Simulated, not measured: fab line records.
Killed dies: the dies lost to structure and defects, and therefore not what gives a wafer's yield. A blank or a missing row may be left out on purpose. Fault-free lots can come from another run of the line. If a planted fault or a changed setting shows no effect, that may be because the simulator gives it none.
Comparing a struck lot with a sound one :: flow n5Finfet :: 36 out of 1938 route steps
Sound: wafers L385.1, L385.2, L385.6. Struck: wafer L398.4 (left out: L398.5, L398.6 of the same lot, which were not struck); the cause appears at the end.
Each step with rows lists, per side, the tool, then ch with its chambers, then its first start. Under that, the readings that differ: sound wafers :: struck wafers :: difference of the means :: sigmas: that difference in standard deviations of wafers without a fault.
alike: readings whose means differ by less than 2 such deviations, and words and numbers that are the same on both sides. not compared: withheld readings, readings that some wafer has no value for, bounds like >300 that may hide the same value, and numbers for which the record gives no deviation and whose values overlap.
The two part at a step that has a row with sigmas, a row that says differs or no value, or rows on one side only. Numbers that have no deviation but don't overlap get no sigmas and don't part them. A reading missing from all wafers of one side parts the sides only when that side holds two or more wafers.

first, 12 steps without rows for these wafers: N5_SD_EPI_P_STRIP_38 (strips in N2/H2); N5_SD_EPI_P_ETCHBACK_46 (etches SiNx in CH3F/O2, stops on SiO2, target depth 17.5 nm); N5_SD_EPI_P_ETCH_47 (etches SiOCN in CH3F/O2, target depth 25 nm); N5_SD_EPI_P_ETCH_16 (etches SiO2 in CHF3/O2, target depth 5 nm); N5_SD_EPI_P_STRIP_50 (strips in CHF3/O2); N5_SD_EPI_P_SD_RECESS_17 (chemistry HBr/Cl2/O2, target depth 39.1 nm, bt time 3 s); N5_SD_EPI_P_WET_ETCH_45 (etches SiO2 in dHF, time 10.7 s, target depth 2 nm, rinse time 30 s); N5_SD_EPI_P_STRIP_40 (strips in N2/H2); N5_SD_EPI_P_PRECLEAN_52 (cleans in O3/DIW, time 60 s); N5_SD_EPI_P_SRD_20 (time 30 s); N5_SD_EPI_P_PRECLEAN_51 (cleans in NF3:NH3, afs cycles 1, time 20 s, sublimation time 60 s); N5_SD_EPI_P_VAPOR_ETCH_44 (etches SiGe30 in NF3/Ar, time 3.3 s).
N5_SD_EPI_P_EPI_21: deposits SiGe:B, time 355 s.
  sound on epiRpcvd-04 ch 0, day 3 06:38; struck on epiRpcvd-04 ch 0, day 6 18:33
reading: epiGrowthTimeS (s)
sound: 355 355 355
struck: 467.87
difference: +112.87
sigmas: 

reading: model.SiGe-B_of_SD_EPI_P_EPI_21.thkNm (nm)
sound: 60.4 59.6 60.2
struck: 75.2
difference: +15.1
sigmas: 
  alike: lampInnerPct
N5_SD_EPI_P_EPI_MEAS_23:
  sound on filmMetro-01 at day 3 10:31; struck on filmMetro-02 at day 6 19:40
reading: thkNm (nm)
sound: 59.4 57.7 60.5
struck: 74.4
difference: +15.2
sigmas: +12
then, 20 steps without rows for these wafers: N5_SD_EPI_P_HM_STRIP_48 (strips SiNx in H3PO4, material SiNx, target depth 3 nm); N5_SD_EPI_P_SRD_49 (time 30 s); N5_SD_EPI_P_PRECLEAN_24 (cleans in O3/DIW, time 45 s); N5_SD_EPI_P_PRECLEAN_32 (cleans in dHF, time 10 s); N5_SD_EPI_P_PRECLEAN_33 (cleans in SC2, time 45 s); N5_SD_EPI_P_SRD_25 (time 30 s); N5_SD_ACTIVATION_RTA_00 (time 0 s); N5_SD_ACTIVATION_LSA_01 (time 0.0008 s); N5_ILD0_LINER_00 (material SiNx, target thk 4 nm, pulse time 1 s, purge time 2 s); N5_ILD0_FCVD_FILL_01 (material SiO2 flowable, target thk 200 nm, time 328.3 s); N5_ILD0_CURE_02 (time 1800 s); N5_ILD0_CMP_03 (polishes, stops on SiNx, t overpolish 1.9 s, target thk 197.38 nm); N5_ILD0_CMP_07 (polishes SiO2 flowable, stops on poly-Si, t overpolish 1.18 s, target thk 138.88 nm); N5_ILD0_PRECLEAN_10 (cleans in NF3:NH3, afs cycles 5, time 20 s, sublimation time 60 s); N5_ILD0_ALD_15 (deposits SiNx, target thk 24 nm, pulse time 1 s, ald cycles 480); N5_ILD0_CMP_12 (polishes SiNx, stops on poly-Si, t overpolish 6 s, target thk 17.67 nm); N5_SDB_HM_DEP_00 (deposits SiNx from SiH4/NH3/N2, target thk 40 nm, time 35.3 s); N5_SDB_COAT_03 (time 60 s, resist thk 100 nm); N5_SDB_COAT_04 (time 60 s, resist thk 18 nm); N5_SDB_COAT_05 (resist thk 90 nm).
N5_MOL_CONTACT_COAG_ETCH_110: etches Si in CF4/O2, target depth 2.5 nm, time 8 s.
  sound on rieDiel-03 ch 1,2,3, day 4 16:09; struck on rieDiel-03 ch 0, day 8 01:47
reading: O2_flow_sccm (sccm)
sound: 10.03 10.00 9.98
struck: 9.93
difference: -0.07
sigmas: -2

reading: model.SiGe-B_of_SD_EPI_P_EPI_21.thkNm (nm)
sound: 57.6 56.8 57.4
struck: 71.4
difference: +14.1
sigmas: 
  alike: drypumpMotorCurrentA, oesProductAu, rfVppV, showerheadPlenumPTorr, throttleValvePct
  not compared: rfHoursCounterH
-- a jump in the record: the struck wafers' starts before and after are 7 days apart (it breaks off in module MOL_CONTACT_COAG and resumes in module PASSIVATION, where the first step shown is number 1936 of the route) --
N5_PASSIVATION_PROBE_49:
  record: rows for the struck wafers here (prober-02, day 15 10:22), none for the sound ones

WHERE THEY PART
Earliest at N5_SD_EPI_P_EPI_MEAS_23; latest, in this record, at N5_PASSIVATION_PROBE_49.

WHY: what the simulator had put in
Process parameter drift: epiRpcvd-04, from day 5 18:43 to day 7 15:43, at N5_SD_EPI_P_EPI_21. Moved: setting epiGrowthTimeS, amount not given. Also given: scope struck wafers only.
